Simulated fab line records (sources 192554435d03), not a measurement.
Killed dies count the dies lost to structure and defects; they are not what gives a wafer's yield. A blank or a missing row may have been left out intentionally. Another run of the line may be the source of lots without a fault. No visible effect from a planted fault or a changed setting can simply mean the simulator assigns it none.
Which tool was responsible? | flow n5-finfet | 12 lots, 36 wafers sampled, at 2 steps of a route of 1938

== WHAT EACH GAUGE READ, for each wafer ==
N5_HKMG_FIN_THK_MEAS_70: measures by xrf.
lot  | measured    | on            | HK_THK (nm)
L203 | day 4 00:55 | film-metro-02 | 1.621 1.589 1.609
L206 | day 4 19:47 | film-metro-01 | 1.585 1.600 1.612
L210 | day 5 19:52 | film-metro-02 | 1.567 1.596 1.588
L214 | day 6 19:37 | film-metro-02 | 1.587 1.592 1.609
L215 | day 7 05:26 | film-metro-01 | 1.549 1.572 1.573
L216 | day 7 10:49 | film-metro-02 | 1.602 1.621 1.627
L219 | day 8 00:10 | film-metro-02 | 1.583 1.606 1.627
L220 | day 8 07:04 | film-metro-02 | 1.635 1.582 1.593
L222 | day 8 20:23 | film-metro-01 | 1.583 1.579 1.593
L223 | day 8 23:53 | film-metro-02 | 1.578 1.589 1.576
L225 | day 9 13:50 | film-metro-01 | 1.537 1.583 1.569
L226 | day 9 19:49 | film-metro-01 | 1.563 1.571 1.558

== WHAT TOOL EACH LOT RAN ON (gives the tool, then ch and the chambers of the sampled wafers, and finally the start) ==
lot  | N5_HKMG_FIN_ALD_36
L203 | ald-metal-04 ch 1,3, day 4 00:38
L206 | ald-metal-04 ch 1,2,3, day 4 19:30
L210 | ald-metal-01 ch 2,3, day 5 19:35
L214 | ald-metal-03 ch 0,2,3, day 6 19:20
L215 | ald-metal-04 ch 0,2, day 7 05:09
L216 | ald-metal-01 ch 1,3, day 7 10:32
L219 | ald-metal-03 ch 0,1,3, day 7 23:53
L220 | ald-metal-01 ch 1,2, day 8 06:47
L222 | ald-metal-01 ch 0,1,3, day 8 20:07
L223 | ald-metal-04 ch 0,1,3, day 8 23:36
L225 | ald-metal-04 ch 1,2,3, day 9 13:34
L226 | ald-metal-04 ch 0,2, day 9 19:32
- N5_HKMG_FIN_ALD_36: deposits TiN, target thk 1 nm, pulse time 1 s, purge time 3 s.

== AS READ BY THE TOOLS THEMSELVES (means over the sampled wafers that have a number; for cases with no such wafer, the mark the record gives instead) ==
N5_HKMG_FIN_ALD_36.
lot  | tool         | heater-power-w (W) | precursor-pulse-height-rel
L203 | ald-metal-04 | 840                | 1.009
L206 | ald-metal-04 | 852                | 0.994
L210 | ald-metal-01 | 857                | 0.999
L214 | ald-metal-03 | 835                | 0.993
L215 | ald-metal-04 | 885                | 0.996
L216 | ald-metal-01 | 805                | 0.980
L219 | ald-metal-03 | 887                | 0.991
L220 | ald-metal-01 | 899                | 1.001
L222 | ald-metal-01 | 878                | 1.009
L223 | ald-metal-04 | 904                | 0.974
L225 | ald-metal-04 | 843                | 1.018
L226 | ald-metal-04 | 880                | 1.001

== THE ANSWER, worked out from the rows above alone ==
Rule: usual is defined by the lots themselves. The widest of any qualifying gaps counts: lots, ordered by their means at a reading, are off when they make up no more than a third of the lots, leave a main group of 4 or more, and stand apart from it by 3 or more times the standard deviation of that group's means. If all means in a main group match to the digits the tables above print for the reading, that group is not used. A lot without any number at a reading at which 4 lots or more have one is off too. The other lots that the step has rows for count as sound. After the gauges, taken in route order, come the tools' own readings; for these a lot's mean is taken, as printed above. At the first step where some lot is off, the reading lying furthest off is the one used; lots without a number count as furthest.
Across all readings shown, no lot is off: no conclusion can be drawn from this.

== WHAT WAS PUT IN BY THE SIMULATOR ==
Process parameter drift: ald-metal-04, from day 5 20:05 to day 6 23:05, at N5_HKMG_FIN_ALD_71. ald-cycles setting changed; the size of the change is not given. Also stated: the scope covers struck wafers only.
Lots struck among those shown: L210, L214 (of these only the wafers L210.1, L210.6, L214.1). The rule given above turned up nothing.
